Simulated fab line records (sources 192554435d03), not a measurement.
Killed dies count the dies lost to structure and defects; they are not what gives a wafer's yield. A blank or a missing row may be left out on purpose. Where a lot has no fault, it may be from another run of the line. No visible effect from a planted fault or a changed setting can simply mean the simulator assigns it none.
Which tool is to blame? :: flow n5_finfet :: 9 lots, 27 wafers sampled, at 5 steps of a route of 1938

## WHAT THE GAUGES SHOWED, per wafer
N5_BEOL_M4_RC_MEAS_101. Usual: DIBL_N 36.7 mV/V, standard deviation 1.8; DIBL_P 37.0 mV/V, standard deviation 2.4; IOFF_N 0.17 nA/um, standard deviation 0.036; IOFF_P 0.22 nA/um, standard deviation 0.042; ION_N 673 uA/um, standard deviation 12; ION_P 462 uA/um, standard deviation 8.5; SS_N 71.7 mV/dec, standard deviation 0.62; SS_P 73.4 mV/dec, standard deviation 0.65; VT_N 250 mV, standard deviation 3.7; VT_P -250 mV, standard deviation 3.7.
lot: L289
measured: day 8 22:50
on: prober-01
DIBL_N (mV/V): 38.0 36.5 37.5
DIBL_P (mV/V): 39.7 37.5 39.1
IOFF_N (nA/um): 0.19 0.16 0.18
IOFF_P (nA/um): 0.24 0.20 0.23
ION_N (uA/um): 682 676 678
ION_P (uA/um): 462 460 458
SS_N (mV/dec): 72.3 71.0 71.5
SS_P (mV/dec): 73.6 73.5 74.0
VT_N (mV): 247 250 248
VT_P (mV): -250 -252 -251
flag: 

lot: L290
measured: day 8 20:34
on: prober-02
DIBL_N (mV/V): 38.5 38.2 37.8
DIBL_P (mV/V): 39.0 39.0 37.4
IOFF_N (nA/um): 0.19 0.21 0.19
IOFF_P (nA/um): 0.25 0.24 0.22
ION_N (uA/um): 671 675 667
ION_P (uA/um): 461 460 457
SS_N (mV/dec): 71.5 71.9 72.0
SS_P (mV/dec): 73.3 74.6 73.4
VT_N (mV): 250 245 250
VT_P (mV): -250 -250 -249
flag: 

lot: L297
measured: day 10 17:46
on: prober-02
DIBL_N (mV/V): 41.1 38.2 37.5
DIBL_P (mV/V): 41.2 38.3 37.9
IOFF_N (nA/um): 0.24 0.18 0.17
IOFF_P (nA/um): 0.27 0.20 0.21
ION_N (uA/um): 692 672 670
ION_P (uA/um): 467 456 451
SS_N (mV/dec): 72.5 72.0 71.7
SS_P (mV/dec): 73.7 73.1 73.3
VT_N (mV): 244 248 247
VT_P (mV): -251 -255 -251
flag: 

lot: L298
measured: day 10 21:43
on: prober-01
DIBL_N (mV/V): 35.9 35.4 37.8
DIBL_P (mV/V): 35.9 35.4 37.7
IOFF_N (nA/um): 0.17 0.15 0.20
IOFF_P (nA/um): 0.25 0.24 0.29
ION_N (uA/um): 683 667 672
ION_P (uA/um): 479 470 474
SS_N (mV/dec): 71.0 72.1 71.9
SS_P (mV/dec): 72.7 72.2 73.1
VT_N (mV): 246 250 245
VT_P (mV): -243 -244 -243
flag: 

lot: L303
measured: day 12 16:13
on: prober-01
DIBL_N (mV/V): 36.7 35.1 37.1
DIBL_P (mV/V): 38.6 35.9 38.7
IOFF_N (nA/um): 0.16 0.14 0.19
IOFF_P (nA/um): 0.23 0.18 0.23
ION_N (uA/um): 667 662 691
ION_P (uA/um): 458 453 466
SS_N (mV/dec): 71.5 72.0 71.7
SS_P (mV/dec): 74.3 74.2 74.5
VT_N (mV): 250 252 245
VT_P (mV): -251 -257 -253
flag: 

lot: L307
measured: day 12 23:07
on: prober-02
DIBL_N (mV/V): 38.5 36.2 35.7
DIBL_P (mV/V): 35.5 32.7 33.9
IOFF_N (nA/um): 0.19 0.14 0.16
IOFF_P (nA/um): 0.22 0.17 0.20
ION_N (uA/um): 677 662 686
ION_P (uA/um): 463 453 471
SS_N (mV/dec): 73.4 71.1 71.4
SS_P (mV/dec): 73.6 72.6 72.8
VT_N (mV): 249 253 250
VT_P (mV): -246 -251 -249
flag: 

lot: L309
measured: day 13 12:33
on: prober-01
DIBL_N (mV/V): 35.7 36.7 32.1
DIBL_P (mV/V): 34.9 36.2 30.0
IOFF_N (nA/um): 0.15 0.17 0.10
IOFF_P (nA/um): 0.19 0.22 0.14
ION_N (uA/um): 678 686 662
ION_P (uA/um): 461 464 456
SS_N (mV/dec): 71.4 71.0 70.7
SS_P (mV/dec): 73.1 73.8 72.4
VT_N (mV): 251 250 256
VT_P (mV): -249 -249 -255
flag: 

lot: L311
measured: day 14 18:44
on: prober-02
DIBL_N (mV/V): 37.6 36.9 36.6
DIBL_P (mV/V): 38.4 37.5 37.7
IOFF_N (nA/um): 0.18 0.16 0.16
IOFF_P (nA/um): 0.24 0.22 0.23
ION_N (uA/um): 684 671 676
ION_P (uA/um): 467 460 469
SS_N (mV/dec): 72.0 71.8 71.8
SS_P (mV/dec): 72.7 73.1 73.9
VT_N (mV): 248 249 249
VT_P (mV): -250 -254 -251
flag: 

lot: L312
measured: day 15 19:44
on: prober-01
DIBL_N (mV/V): 36.6 36.8 35.9
DIBL_P (mV/V): 36.4 35.9 35.0
IOFF_N (nA/um): 0.15 0.16 0.14
IOFF_P (nA/um): 0.19 0.20 0.18
ION_N (uA/um): 669 682 670
ION_P (uA/um): 454 464 455
SS_N (mV/dec): 71.8 71.9 71.6
SS_P (mV/dec): 72.8 73.6 73.4
VT_N (mV): 251 248 251
VT_P (mV): -252 -253 -254
flag: 

## WHAT TOOL EACH LOT RAN ON (gives the tool, then ch and the chambers of the sampled wafers, and finally the start)
lot: L289
N5_HKMG_FIN_STRIP_88: plasma_asher-02 ch 0,1, day 4 03:39
N5_HKMG_FIN_ALD_71: ald_metal-04 ch 0,1,3, day 4 04:01
N5_HKMG_FIN_STRIP_90: rie_diel-04 ch 0,1,2, day 4 04:27
N5_HKMG_FIN_STRIP_69: plasma_asher-02 ch 0,1, day 4 04:55

lot: L290
N5_HKMG_FIN_STRIP_88: plasma_asher-02 ch 0,1, day 4 10:40
N5_HKMG_FIN_ALD_71: ald_metal-04 ch 0,1,2, day 4 11:09
N5_HKMG_FIN_STRIP_90: rie_diel-04 ch 0,2, day 4 11:33
N5_HKMG_FIN_STRIP_69: plasma_asher-02 ch 0, day 4 11:51

lot: L297
N5_HKMG_FIN_STRIP_88: plasma_asher-02 ch 0,1, day 6 07:11
N5_HKMG_FIN_ALD_71: ald_metal-01 ch 0,2, day 6 07:40
N5_HKMG_FIN_STRIP_90: rie_diel-01 ch 1,2,3, day 6 08:08
N5_HKMG_FIN_STRIP_69: plasma_asher-01 ch 0,1, day 6 08:26

lot: L298
N5_HKMG_FIN_STRIP_88: plasma_asher-02 ch 0,1, day 6 08:31
N5_HKMG_FIN_ALD_71: ald_metal-04 ch 1,2,3, day 6 09:00
N5_HKMG_FIN_STRIP_90: rie_diel-04 ch 1,2, day 6 09:29
N5_HKMG_FIN_STRIP_69: plasma_asher-02 ch 0,1, day 6 09:47

lot: L303
N5_HKMG_FIN_STRIP_88: plasma_asher-01 ch 0,1, day 7 16:33
N5_HKMG_FIN_ALD_71: ald_metal-02 ch 1,3, day 7 17:02
N5_HKMG_FIN_STRIP_90: rie_diel-01 ch 2,3, day 7 17:26
N5_HKMG_FIN_STRIP_69: plasma_asher-02 ch 0,1, day 7 17:44

lot: L307
N5_HKMG_FIN_STRIP_88: plasma_asher-02 ch 0,1, day 8 16:58
N5_HKMG_FIN_ALD_71: ald_metal-02 ch 0,1, day 8 17:27
N5_HKMG_FIN_STRIP_90: rie_diel-04 ch 2,3, day 8 17:53
N5_HKMG_FIN_STRIP_69: plasma_asher-01 ch 0,1, day 8 18:11

lot: L309
N5_HKMG_FIN_STRIP_88: plasma_asher-01 ch 0,1, day 9 04:18
N5_HKMG_FIN_ALD_71: ald_metal-01 ch 0,1, day 9 04:47
N5_HKMG_FIN_STRIP_90: rie_diel-04 ch 0,3, day 9 05:11
N5_HKMG_FIN_STRIP_69: plasma_asher-02 ch 0,1, day 9 05:29

lot: L311
N5_HKMG_FIN_STRIP_88: plasma_asher-02 ch 0,1, day 9 20:29
N5_HKMG_FIN_ALD_71: ald_metal-01 ch 0,1, day 9 20:58
N5_HKMG_FIN_STRIP_90: rie_diel-02 ch 0,3, day 9 21:22
N5_HKMG_FIN_STRIP_69: plasma_asher-02 ch 0,1, day 9 21:40

lot: L312
N5_HKMG_FIN_STRIP_88: plasma_asher-01 ch 0,1, day 9 23:26
N5_HKMG_FIN_ALD_71: ald_metal-04 ch 0,1,3, day 9 23:55
N5_HKMG_FIN_STRIP_90: rie_diel-04 ch 0,2,3, day 10 00:19
N5_HKMG_FIN_STRIP_69: plasma_asher-02 ch 0,1, day 10 00:37
- N5_HKMG_FIN_STRIP_88: strips in N2/H2, time 360 s.
- N5_HKMG_FIN_ALD_71: deposits TiN, target thk 1 nm, pulse time 1 s, purge time 3 s.
- N5_HKMG_FIN_STRIP_90: strips SOC in N2/H2, time 20 s.
- N5_HKMG_FIN_STRIP_69: strips in N2/H2, time 360 s.

## AS READ BY THE TOOLS THEMSELVES (means over the sampled wafers that have a number; for cases with no such wafer, the mark the record gives instead)
N5_HKMG_FIN_STRIP_88. Usual: drypump_motor_current_A 5.7 A, standard deviation 0.33; h2_flow_sccm 3248 sccm, standard deviation 10; heater_power_w 442 W, standard deviation 53.
lot: L289
tool: plasma_asher-02
drypump_motor_current_A (A): 5.9
h2_flow_sccm (sccm): 3248
heater_power_w (W): 440
flag: 

lot: L290
tool: plasma_asher-02
drypump_motor_current_A (A): 6.0
h2_flow_sccm (sccm): 3255
heater_power_w (W): 458
flag: 

lot: L297
tool: plasma_asher-02
drypump_motor_current_A (A): 6.0
h2_flow_sccm (sccm): 3249
heater_power_w (W): 452
flag: 

lot: L298
tool: plasma_asher-02
drypump_motor_current_A (A): 6.0
h2_flow_sccm (sccm): 3241
heater_power_w (W): 454
flag: 

lot: L303
tool: plasma_asher-01
drypump_motor_current_A (A): 5.4
h2_flow_sccm (sccm): 3257
heater_power_w (W): 460
flag: 

lot: L307
tool: plasma_asher-02
drypump_motor_current_A (A): 5.9
h2_flow_sccm (sccm): 3251
heater_power_w (W): 454
flag: 

lot: L309
tool: plasma_asher-01
drypump_motor_current_A (A): 5.5
h2_flow_sccm (sccm): 3264
heater_power_w (W): 404
flag: 

lot: L311
tool: plasma_asher-02
drypump_motor_current_A (A): 5.9
h2_flow_sccm (sccm): 3260
heater_power_w (W): 449
flag: 

lot: L312
tool: plasma_asher-01
drypump_motor_current_A (A): 5.5
h2_flow_sccm (sccm): 3246
heater_power_w (W): 410
flag: 

N5_HKMG_FIN_ALD_71. Usual: heater_power_w 922 W, standard deviation 99; precursor_pulse_height_rel 1.000, standard deviation 0.02; susceptor_temp_C 400.00 C, standard deviation 0.22.
lot: L289
tool: ald_metal-04
heater_power_w (W): 839
precursor_pulse_height_rel: 1.007
susceptor_temp_C (C): 399.91
flag: 

lot: L290
tool: ald_metal-04
heater_power_w (W): 911
precursor_pulse_height_rel: 0.991
susceptor_temp_C (C): 400.13
flag: 

lot: L297
tool: ald_metal-01
heater_power_w (W): 899
precursor_pulse_height_rel: 0.991
susceptor_temp_C (C): 400.05
flag: 

lot: L298
tool: ald_metal-04
heater_power_w (W): 873
precursor_pulse_height_rel: 1.012
susceptor_temp_C (C): 400.09
flag: 

lot: L303
tool: ald_metal-02
heater_power_w (W): 1100
precursor_pulse_height_rel: 1.007
susceptor_temp_C (C): 400.00
flag: 

lot: L307
tool: ald_metal-02
heater_power_w (W): 1008
precursor_pulse_height_rel: 0.998
susceptor_temp_C (C): 400.08
flag: 

lot: L309
tool: ald_metal-01
heater_power_w (W): 901
precursor_pulse_height_rel: 1.014
susceptor_temp_C (C): 400.05
flag: 

lot: L311
tool: ald_metal-01
heater_power_w (W): 896
precursor_pulse_height_rel: 1.002
susceptor_temp_C (C): 399.94
flag: 

lot: L312
tool: ald_metal-04
heater_power_w (W): 840
precursor_pulse_height_rel: 1.010
susceptor_temp_C (C): 400.08
flag: 

N5_HKMG_FIN_STRIP_90. Usual: bias_power_w 7.998 W (standard deviation 0.025); chamber_pressure_mTorr 50.00 mTorr (standard deviation 0.046); drypump_motor_current_A 5.7 A (standard deviation 0.39); oes_product_au 0.79 a.u. (standard deviation 0.083); rf_vpp_V 54.2 V (standard deviation 0.82); showerhead_plenum_p_Torr 3.38 Torr (standard deviation 0.13); throttle_valve_pct 19.1 % (standard deviation 0.42).
lot: L289
tool: rie_diel-04
bias_power_w (W): 8.038
chamber_pressure_mTorr (mTorr): 50.04
drypump_motor_current_A (A): 6.0
oes_product_au (a.u.): 0.77
rf_vpp_V (V): 53.5
showerhead_plenum_p_Torr (Torr): 3.31
throttle_valve_pct (%): 18.9
flag: 

lot: L290
tool: rie_diel-04
bias_power_w (W): 8.008
chamber_pressure_mTorr (mTorr): 50.03
drypump_motor_current_A (A): 5.7
oes_product_au (a.u.): 0.74
rf_vpp_V (V): 53.9
showerhead_plenum_p_Torr (Torr): 3.22
throttle_valve_pct (%): 19.1
flag: 

lot: L297
tool: rie_diel-01
bias_power_w (W): -
chamber_pressure_mTorr (mTorr): -
drypump_motor_current_A (A): -
oes_product_au (a.u.): -
rf_vpp_V (V): -
showerhead_plenum_p_Torr (Torr): -
throttle_valve_pct (%): -
flag: OFF

lot: L298
tool: rie_diel-04
bias_power_w (W): -
chamber_pressure_mTorr (mTorr): -
drypump_motor_current_A (A): -
oes_product_au (a.u.): -
rf_vpp_V (V): -
showerhead_plenum_p_Torr (Torr): -
throttle_valve_pct (%): -
flag: OFF

lot: L303
tool: rie_diel-01
bias_power_w (W): 7.962
chamber_pressure_mTorr (mTorr): 50.05
drypump_motor_current_A (A): 5.9
oes_product_au (a.u.): 0.88
rf_vpp_V (V): 54.9
showerhead_plenum_p_Torr (Torr): 3.57
throttle_valve_pct (%): 19.2
flag: 

lot: L307
tool: rie_diel-04
bias_power_w (W): 7.974
chamber_pressure_mTorr (mTorr): 49.94
drypump_motor_current_A (A): 5.8
oes_product_au (a.u.): 0.81
rf_vpp_V (V): 54.6
showerhead_plenum_p_Torr (Torr): 3.30
throttle_valve_pct (%): 18.8
flag: 

lot: L309
tool: rie_diel-04
bias_power_w (W): 7.977
chamber_pressure_mTorr (mTorr): 49.98
drypump_motor_current_A (A): 5.7
oes_product_au (a.u.): 0.86
rf_vpp_V (V): 54.1
showerhead_plenum_p_Torr (Torr): 3.51
throttle_valve_pct (%): 19.4
flag: 

lot: L311
tool: rie_diel-02
bias_power_w (W): 7.980
chamber_pressure_mTorr (mTorr): 50.01
drypump_motor_current_A (A): 5.6
oes_product_au (a.u.): 0.70
rf_vpp_V (V): 54.9
showerhead_plenum_p_Torr (Torr): 3.41
throttle_valve_pct (%): 19.2
flag: 

lot: L312
tool: rie_diel-04
bias_power_w (W): 8.024
chamber_pressure_mTorr (mTorr): 49.99
drypump_motor_current_A (A): 5.8
oes_product_au (a.u.): 0.82
rf_vpp_V (V): 54.4
showerhead_plenum_p_Torr (Torr): 3.40
throttle_valve_pct (%): 19.1
flag: 

N5_HKMG_FIN_STRIP_69. Usual: drypump_motor_current_A 5.8 A, standard deviation 0.32; h2_flow_sccm 3250 sccm, standard deviation 8.7; heater_power_w 444 W, standard deviation 43.
lot: L289
tool: plasma_asher-02
drypump_motor_current_A (A): 5.9
h2_flow_sccm (sccm): 3246
heater_power_w (W): 447
flag: 

lot: L290
tool: plasma_asher-02
drypump_motor_current_A (A): 6.1
h2_flow_sccm (sccm): 3266
heater_power_w (W): 459
flag: 

lot: L297
tool: plasma_asher-01
drypump_motor_current_A (A): 5.5
h2_flow_sccm (sccm): 3242
heater_power_w (W): 410
flag: 

lot: L298
tool: plasma_asher-02
drypump_motor_current_A (A): 6.0
h2_flow_sccm (sccm): 3251
heater_power_w (W): 454
flag: 

lot: L303
tool: plasma_asher-02
drypump_motor_current_A (A): 6.0
h2_flow_sccm (sccm): 3251
heater_power_w (W): 451
flag: 

lot: L307
tool: plasma_asher-01
drypump_motor_current_A (A): 5.5
h2_flow_sccm (sccm): 3260
heater_power_w (W): 403
flag: 

lot: L309
tool: plasma_asher-02
drypump_motor_current_A (A): 5.9
h2_flow_sccm (sccm): 3249
heater_power_w (W): 453
flag: 

lot: L311
tool: plasma_asher-02
drypump_motor_current_A (A): 5.9
h2_flow_sccm (sccm): 3246
heater_power_w (W): 444
flag: 

lot: L312
tool: plasma_asher-02
drypump_motor_current_A (A): 5.9
h2_flow_sccm (sccm): 3252
heater_power_w (W): 450
flag: 

## THE ANSWER, worked out from the rows above alone
Rule: lot off if the mean of its wafers having a number is beyond 3 standard deviations from the usual mean. Also off: a lot with no number at a reading for which 4 or more lots have one. Where the step has rows for the other lots, those lots are counted as sound. After the gauges, taken in route order, come the tools' own readings; for these a lot's mean is taken, as printed above. At the first step where some lot is off, the reading lying furthest off is the one used; lots without a number count as furthest.
Off, at N5_HKMG_FIN_STRIP_90 on bias_power_w: L297, L298. Without a number there: L297, L298.
A tool fits if, at that step or a process step before it, it ran every lot that is off, and no sound lot after the first of them. Of those tried, none fits.

## WHAT WAS PUT IN BY THE SIMULATOR
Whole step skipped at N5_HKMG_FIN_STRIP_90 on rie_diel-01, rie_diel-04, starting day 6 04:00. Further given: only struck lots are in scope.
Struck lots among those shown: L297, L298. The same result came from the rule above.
